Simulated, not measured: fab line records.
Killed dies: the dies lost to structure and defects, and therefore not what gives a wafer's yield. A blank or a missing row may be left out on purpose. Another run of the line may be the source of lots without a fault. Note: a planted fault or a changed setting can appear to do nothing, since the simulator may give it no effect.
Which tool did it? ; flow n5_finfet ; Sampling: 24 lots, 72 wafers, 4 of 1938 route steps

WHAT EACH GAUGE READ, for each wafer
N5_BEOL_M2_INSPECT_59: inspects for defects (darkfield). Usual: raw_defect_count 67, standard deviation 21.
lot;measured;on;raw_defect_count;flag
L074;day 6 20:26;defect_inspect-02;53 53 66;
L075;day 7 01:10;defect_inspect-01;90 53 59;
L076;day 7 13:37;defect_inspect-02;50 38 43;
L077;day 7 18:46;defect_inspect-01;61 52 71;
L078;day 7 23:13;defect_inspect-02;45 48 47;
L079;day 8 01:09;defect_inspect-02;42 57 102;
L080;day 8 16:32;defect_inspect-02;60 52 62;
L081;day 8 18:22;defect_inspect-01;53 68 93;
L083;day 9 10:02;defect_inspect-01;59 53 42;
L082;day 9 19:58;defect_inspect-01;72 76 47;
L084;day 10 08:05;defect_inspect-02;68 56 58;
L085;day 10 12:39;defect_inspect-02;116 72 121;
L086;day 10 12:51;defect_inspect-02;50 35 66;
L087;day 10 14:41;defect_inspect-01;67 49 78;
L088;day 10 19:02;defect_inspect-01;117 55 79;
L089;day 10 23:37;defect_inspect-02;66 77 82;
L090;day 11 00:31;defect_inspect-01;64 95 66;
L091;day 11 07:01;defect_inspect-02;70 80 90;
L092;day 11 13:36;defect_inspect-01;48 65 55;
L093;day 12 00:53;defect_inspect-01;88 126 101;
L094;day 12 15:31;defect_inspect-02;67 62 77;
L095;day 12 21:12;defect_inspect-01;36 73 66;
L096;day 12 21:37;defect_inspect-01;65 67 81;
L097;day 13 02:57;defect_inspect-02;135 71 62;

EACH LOT AND THE TOOL THAT RAN IT (in order: tool; ch and the chambers of the sampled wafers; start)
lot;N5_BEOL_M2_TRENCH_ETCH_37;N5_BEOL_M2_ANNEAL_95;N5_BEOL_M2_ANNEAL_51
L074;rie_diel-01 ch 2,3, day 6 18:56 or earlier;pvd_sputter-03, day 6 18:56;rtp_anneal-01 ch 0, day 6 19:29
L075;rie_diel-05 ch 0,1, day 6 23:57 or earlier;pvd_sputter-01, day 6 23:57;rtp_anneal-01 ch 0, day 7 00:23
L076;rie_diel-01 ch 1,2,3, day 7 12:24 or earlier;pvd_sputter-02, day 7 12:24;rtp_anneal-01 ch 0, day 7 12:44
L077;rie_diel-01 ch 1,2, day 7 17:17 or earlier;pvd_sputter-02, day 7 17:17;rtp_anneal-01 ch 0, day 7 17:37
L078;rie_diel-03 ch 0,2,3, day 7 21:57 or earlier;pvd_sputter-01, day 7 21:57;rtp_anneal-02 ch 0, day 7 22:19
L079;rie_diel-05 ch 0,1, day 7 23:54 or earlier;pvd_sputter-02, day 7 23:54;rtp_anneal-02 ch 0, day 8 00:17
L080;rie_diel-03 ch 0,2, day 8 15:09 or earlier;pvd_sputter-02, day 8 15:09;rtp_anneal-01 ch 0, day 8 15:44
L081;rie_diel-01 ch 0,1,3, day 8 17:09 or earlier;pvd_sputter-02, day 8 17:09;rtp_anneal-02 ch 0, day 8 17:29
L083;rie_diel-01 ch 0,1,3, day 9 08:46 or earlier;pvd_sputter-02, day 9 08:46;rtp_anneal-02 ch 0, day 9 09:05
L082;rie_diel-03 ch 0,2,3, day 9 18:46 or earlier;pvd_sputter-02, day 9 18:46;rtp_anneal-01 ch 0, day 9 19:05
L084;rie_diel-03 ch 0,2,3, day 10 06:52 or earlier;pvd_sputter-01, day 10 06:52;rtp_anneal-01 ch 0, day 10 07:15
L085;rie_diel-05 ch 1,2,3, day 10 11:23 or earlier;pvd_sputter-01, day 10 11:23;rtp_anneal-01 ch 0, day 10 11:43
L086;rie_diel-03 ch 0,1,3, day 10 11:38 or earlier;pvd_sputter-03, day 10 11:38;rtp_anneal-02 ch 0, day 10 11:59
L087;rie_diel-03 ch 0,1,3, day 10 13:29 or earlier;pvd_sputter-03, day 10 13:29;rtp_anneal-01 ch 0, day 10 13:49
L088;rie_diel-01 ch 0,1,2, day 10 17:49 or earlier;pvd_sputter-02, day 10 17:49;rtp_anneal-02 ch 0, day 10 18:14
L089;rie_diel-01 ch 0,2, day 10 22:25 or earlier;pvd_sputter-03, day 10 22:25;rtp_anneal-02 ch 0, day 10 22:47
L090;rie_diel-03 ch 2,3, day 10 22:57 or earlier;pvd_sputter-01, day 10 22:57;rtp_anneal-01 ch 0, day 10 23:23
L091;rie_diel-01 ch 0,1,2, day 11 05:47 or earlier;pvd_sputter-01, day 11 05:47;rtp_anneal-01 ch 0, day 11 06:10
L092;rie_diel-01 ch 0,1,3, day 11 12:23 or earlier;pvd_sputter-03, day 11 12:23;rtp_anneal-01 ch 0, day 11 12:44
L093;rie_diel-05 ch 0,3, day 11 23:40 or earlier;pvd_sputter-03, day 11 23:40;rtp_anneal-01 ch 0, day 12 00:06
L094;rie_diel-01 ch 0,2,3, day 12 14:13 or earlier;pvd_sputter-02, day 12 14:13;rtp_anneal-01 ch 0, day 12 14:44
L095;rie_diel-05 ch 0,1, day 12 19:58 or earlier;pvd_sputter-03, day 12 19:58;rtp_anneal-02 ch 0, day 12 20:18
L096;rie_diel-03 ch 1,2,3, day 12 20:23 or earlier;pvd_sputter-02, day 12 20:23;rtp_anneal-02 ch 0, day 12 20:46
L097;rie_diel-03 ch 0,3, day 13 01:42 or earlier;pvd_sputter-01, day 13 01:42;rtp_anneal-01 ch 0, day 13 02:02
- N5_BEOL_M2_TRENCH_ETCH_37: etches SiOC in C4F6/O2, target depth 55.555 nm, time 29.2 s.
- N5_BEOL_M2_ANNEAL_95: time 240 s.
- N5_BEOL_M2_ANNEAL_51: time 90 s.

WHAT THE TOOLS THEMSELVES READ (means of the sampled wafers that have a number; where no wafer has one, the mark that the record gives instead)
N5_BEOL_M2_TRENCH_ETCH_37. Usual: drypump_motor_current_A 5.6 A, standard deviation 0.41; mfc_ar_sccm 299.9 sccm, standard deviation 0.83; oes_o_777_au 0.81 a.u., standard deviation 0.097; oes_product_au 0.81 a.u., standard deviation 0.091; rf_fwd_power_W 349.9 W, standard deviation 1.5; rf_vpp_V 668 V, standard deviation 20; showerhead_plenum_p_Torr 2.90 Torr, standard deviation 0.11; throttle_valve_pct 20.92 %, standard deviation 0.26.
lot;tool;drypump_motor_current_A (A);mfc_ar_sccm (sccm);oes_o_777_au (a.u.);oes_product_au (a.u.);rf_fwd_power_W (W);rf_vpp_V (V);showerhead_plenum_p_Torr (Torr);throttle_valve_pct (%);flag
L074;rie_diel-01;5.8;299.9;0.76;0.73;348.9;656;2.76;21.11;
L075;rie_diel-05;5.3;300.3;0.85;0.84;350.7;685;2.80;20.76;
L076;rie_diel-01;5.5;299.8;0.75;0.73;349.5;653;2.84;21.08;
L077;rie_diel-01;5.3;300.2;0.72;0.69;349.5;639;2.86;21.28;
L078;rie_diel-03;5.6;300.0;0.78;0.81;349.4;680;2.92;20.96;
L079;rie_diel-05;5.0;299.6;0.88;0.85;351.0;667;2.86;20.70;
L080;rie_diel-03;5.7;300.2;0.74;0.77;350.5;669;2.83;21.15;
L081;rie_diel-01;5.5;300.5;0.81;0.80;348.9;655;2.91;20.94;
L083;rie_diel-01;5.5;299.1;0.81;0.79;349.5;655;2.91;20.95;
L082;rie_diel-03;5.6;299.5;0.76;0.80;350.1;680;2.92;20.97;
L084;rie_diel-03;5.6;300.2;0.76;0.78;350.9;679;2.92;20.98;
L085;rie_diel-05;5.8;299.7;0.79;0.77;351.3;675;2.77;20.77;
L086;rie_diel-03;5.3;299.4;0.79;0.80;349.8;677;2.92;21.04;
L087;rie_diel-03;5.3;299.8;0.78;0.80;348.3;677;2.92;21.03;
L088;rie_diel-01;5.6;300.2;0.85;0.84;350.0;649;2.96;21.06;
L089;rie_diel-01;5.8;299.7;0.92;0.91;349.3;657;2.96;20.96;
L090;rie_diel-03;5.8;299.5;0.82;0.85;349.4;687;3.01;20.77;
L091;rie_diel-01;5.5;300.2;0.85;0.83;350.4;650;2.96;21.07;
L092;rie_diel-01;5.4;300.5;0.78;0.77;350.4;655;2.90;20.99;
L093;rie_diel-05;5.2;299.4;0.87;0.84;350.4;660;2.87;20.65;
L094;rie_diel-01;5.8;299.9;0.85;0.84;349.7;662;2.93;20.88;
L095;rie_diel-05;5.3;301.0;0.80;0.78;351.3;684;2.78;20.84;
L096;rie_diel-03;5.5;300.4;0.82;0.83;349.9;685;3.01;20.82;
L097;rie_diel-03;5.4;300.1;0.71;0.74;350.1;683;2.89;21.07;

N5_BEOL_M2_ANNEAL_95. Usual: heater_power_w 811 W, standard deviation 80.
lot;tool;heater_power_w (W);flag
L074;pvd_sputter-03;821;
L075;pvd_sputter-01;811;
L076;pvd_sputter-02;781;
L077;pvd_sputter-02;727;
L078;pvd_sputter-01;810;
L079;pvd_sputter-02;798;
L080;pvd_sputter-02;857;
L081;pvd_sputter-02;784;
L083;pvd_sputter-02;850;
L082;pvd_sputter-02;806;
L084;pvd_sputter-01;820;
L085;pvd_sputter-01;872;
L086;pvd_sputter-03;800;
L087;pvd_sputter-03;730;
L088;pvd_sputter-02;788;
L089;pvd_sputter-03;733;
L090;pvd_sputter-01;787;
L091;pvd_sputter-01;872;
L092;pvd_sputter-03;834;
L093;pvd_sputter-03;809;
L094;pvd_sputter-02;846;
L095;pvd_sputter-03;792;
L096;pvd_sputter-02;844;
L097;pvd_sputter-01;875;

N5_BEOL_M2_ANNEAL_51. Usual: anneal_temp_c_max 226.04, standard deviation 0.25; wafer_temp_C_max 225.8, standard deviation 0.31.
lot;tool;anneal_temp_c_max;wafer_temp_C_max;flag
L074;rtp_anneal-01;226.00;225.8;
L075;rtp_anneal-01;225.91;225.7;
L076;rtp_anneal-01;225.89;225.7;
L077;rtp_anneal-01;225.97;225.9;
L078;rtp_anneal-02;226.22;225.9;
L079;rtp_anneal-02;225.79;226.2;
L080;rtp_anneal-01;225.92;225.9;
L081;rtp_anneal-02;226.05;226.3;
L083;rtp_anneal-02;226.26;226.1;
L082;rtp_anneal-01;226.02;225.5;
L084;rtp_anneal-01;226.10;225.5;
L085;rtp_anneal-01;225.97;225.7;
L086;rtp_anneal-02;226.47;226.1;
L087;rtp_anneal-01;226.08;225.6;
L088;rtp_anneal-02;226.34;226.4;
L089;rtp_anneal-02;226.25;225.8;
L090;rtp_anneal-01;225.98;225.7;
L091;rtp_anneal-01;225.82;225.5;
L092;rtp_anneal-01;225.90;225.7;
L093;rtp_anneal-01;225.98;225.7;
L094;rtp_anneal-01;225.95;225.8;
L095;rtp_anneal-02;226.22;226.0;
L096;rtp_anneal-02;226.28;226.2;
L097;rtp_anneal-01;226.08;225.8;

THE ANSWER, worked out from the rows above alone
Rule: a lot is off if the mean of its wafers that have a number lies more than 3 standard deviations from the usual mean. A lot without any number at a reading at which 4 lots or more have one is off too. Any other lot the step has rows for is counted as sound. First the gauges in route order, then the tools' own readings, where a lot's mean is used as printed above. At the first step where some lot is off, the reading lying furthest off is the one used; lots without a number count as furthest.
No lot is off at any reading shown: from this, nothing can be told.

WHAT WAS PUT IN BY THE SIMULATOR
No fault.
